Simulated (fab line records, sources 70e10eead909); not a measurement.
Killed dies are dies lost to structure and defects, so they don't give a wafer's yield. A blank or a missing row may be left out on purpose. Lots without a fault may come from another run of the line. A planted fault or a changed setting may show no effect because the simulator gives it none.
Chamber matching | flow nand_harc | NHARC_A_SLIT_DEP_23 on pecvd-04: 3 sister chambers
The step deposits SiON, target thk 100 nm. 18 wafers are shown with their chamber, then 9 later ones without.

WAFERS WITH THEIR CHAMBER
wafer  | chamber | heater_power_w (W)
L076.1 | 0       | 733
L076.3 | 1       | 797
L076.6 | 2       | 696
L077.3 | 2       | 749
L077.5 | 2       | 721
L077.6 | 0       | 733
L078.1 | 1       | 796
L078.3 | 0       | 727
L078.5 | 1       | 808
L079.2 | 0       | 736
L079.3 | 1       | 660
L079.4 | 0       | 713
L080.1 | 2       | 750
L080.4 | 0       | 696
L080.5 | 2       | 760
L085.3 | 0       | 655
L085.4 | 0       | 680
L085.6 | 2       | 669

SIGNATURES (means of the wafers above)
reading        | chamber 0 | chamber 1 | chamber 2 | scatter within a chamber
heater_power_w | 709.12    | 765.25    | 724.17    | 42.8
Rule: a wafer's distance from a chamber is the root of the sum, over the readings, of the square of ((its reading less the chamber's mean) divided by the reading's scatter). The wafer belongs to the nearest chamber; if the next one is less than 2 further off, it can't be placed. The scatter: the root of (the sum of the squares of (reading less its chamber's mean) over the shown wafers, divided by (wafers less chambers)).

WAFERS WITHOUT THEIR CHAMBER
wafer  | heater_power_w (W)
L087.1 | 713
L087.3 | 721
L087.5 | 672
L088.1 | 687
L088.2 | 680
L088.6 | 694
L094.1 | 765
L094.4 | 642
L094.6 | 778

WHICH CHAMBER EACH WENT THROUGH
wafer  | from the rows above          | in truth
L087.1 | can't be placed: 0 or 2 or 1 | 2
L087.3 | can't be placed: 2 or 0 or 1 | 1
L087.5 | can't be placed: 0 or 2 or 1 | 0
L088.1 | can't be placed: 0 or 2 or 1 | 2
L088.2 | can't be placed: 0 or 2 or 1 | 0
L088.6 | can't be placed: 0 or 2 or 1 | 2
L094.1 | can't be placed: 1 or 2 or 0 | 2
L094.4 | can't be placed: 0 or 2 or 1 | 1
L094.6 | can't be placed: 1 or 2 or 0 | 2
Placed correctly: 0 of 9. Can't be placed from these rows: 9 (the true chamber is among the candidates in 9). Placed wrongly: 0.
